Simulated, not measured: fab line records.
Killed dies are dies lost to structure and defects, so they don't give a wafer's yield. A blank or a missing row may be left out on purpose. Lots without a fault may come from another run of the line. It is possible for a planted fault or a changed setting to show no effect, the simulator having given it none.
One fault seen from 2 desks	flow n5Finfet	every desk sees just its own numbers, and what lay behind them comes last

## THE METROLOGY DESK
What the gauges read, lot by lot, whatever tool the lot ran on: means of the sampled wafers that have a number. Marked OUT: a lot whose mean sits more than 4 standard deviations from the usual mean, which makes it out of limits; the brackets give that distance. Readings shown: 7 of its 11, picked as those furthest out on some lot.
Columns: A = cdNm at N5_WELL_APT_CD_MEAS_08, usual 200.3 nm; B = DIBL_N at N5_BEOL_M4_RC_MEAS_101, usual 36.9 mV/V; C = DIBL_P at N5_BEOL_M4_RC_MEAS_101, usual 37.1 mV/V; D = IOFF_N at N5_BEOL_M4_RC_MEAS_101, usual 0.17 nA/um; E = IOFF_P at N5_BEOL_M4_RC_MEAS_101, usual 0.22 nA/um; F = VT_N at N5_BEOL_M4_RC_MEAS_101, usual 249 mV; G = VT_P at N5_BEOL_M4_RC_MEAS_101, usual -250 mV
lot	first seen here	A	B	C	D	E	F	G
L598	day 1 13:34	201.2	37.2	37.0	0.18	0.23	246	-248
L599	day 1 19:46	199.0	37.1	37.0	0.16	0.25	251	-245
L601	day 2 07:55	199.3	36.9	37.9	0.17	0.26	249	-247
L605	day 3 07:43	202.0	37.7	37.1	0.18	0.24	248	-248
L608	day 4 01:49	201.0	39.6	38.5	0.22	0.22	244	-253
L609	day 4 07:53	199.9	38.7	36.5	0.16	0.18	250	-254
L613	day 5 08:02	201.4	37.0	38.4	0.19	0.24	247	-248
L616	day 6 01:41	203.6	37.9	37.4	0.20	0.28	245	-244
L619	day 6 20:28	199.2	37.0	39.8	0.19	0.25	248	-249
L620	day 7 01:34	200.8	36.7	34.6	0.17	0.24	249	-247
Result from this desk: across the 10 lots, nothing is out of limits.

## FOR THE TOOL OWNER'S DESK: lithoTrack-01
The tool's own readings at N5_WELL_APT_COAT_02 (resist thk 950 nm): means of the sampled wafers that have a number, for each lot that ran on this tool. Marked OUT: a lot whose mean sits more than 4 standard deviations from the usual mean, which makes it out of limits; the brackets give that distance.
Columns: A = spinSpeedRpm at N5_WELL_APT_COAT_02, usual 1357.0 rpm
lot	first seen here	A
L599	day 1 19:22	1357.0
L601	day 2 07:31	1357.3
L608	day 4 01:25	1357.1
L609	day 4 07:37	1357.7
L613	day 5 07:46	1557.3 (+99 or more) OUT
L616	day 6 01:17	1557.1 (+99 or more) OUT
This desk finds L613, L616 out of limits, L613 being first, at day 5 07:46 (spinSpeedRpm at N5_WELL_APT_COAT_02). In limits: L599, L601, L608, L609.

## BROUGHT TOGETHER
An alarm could have come from the tool owner's desk at day 5 07:46, on L613, L616.
Nothing out of limits was seen by the metrology desk.
The metrology desk holds a record of L613, L616, inside its limits.
Of the lots named, all ran N5_WELL_APT_COAT_02 on lithoTrack-01.

## WHAT THE SIMULATOR PUT IN
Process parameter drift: lithoTrack-01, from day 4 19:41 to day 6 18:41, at N5_WELL_APT_COAT_02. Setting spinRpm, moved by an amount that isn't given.
Struck lots among those shown: L613, L616.
Each desk's first reading out of limits, in hours after the fault started: the tool owner's desk, 12.
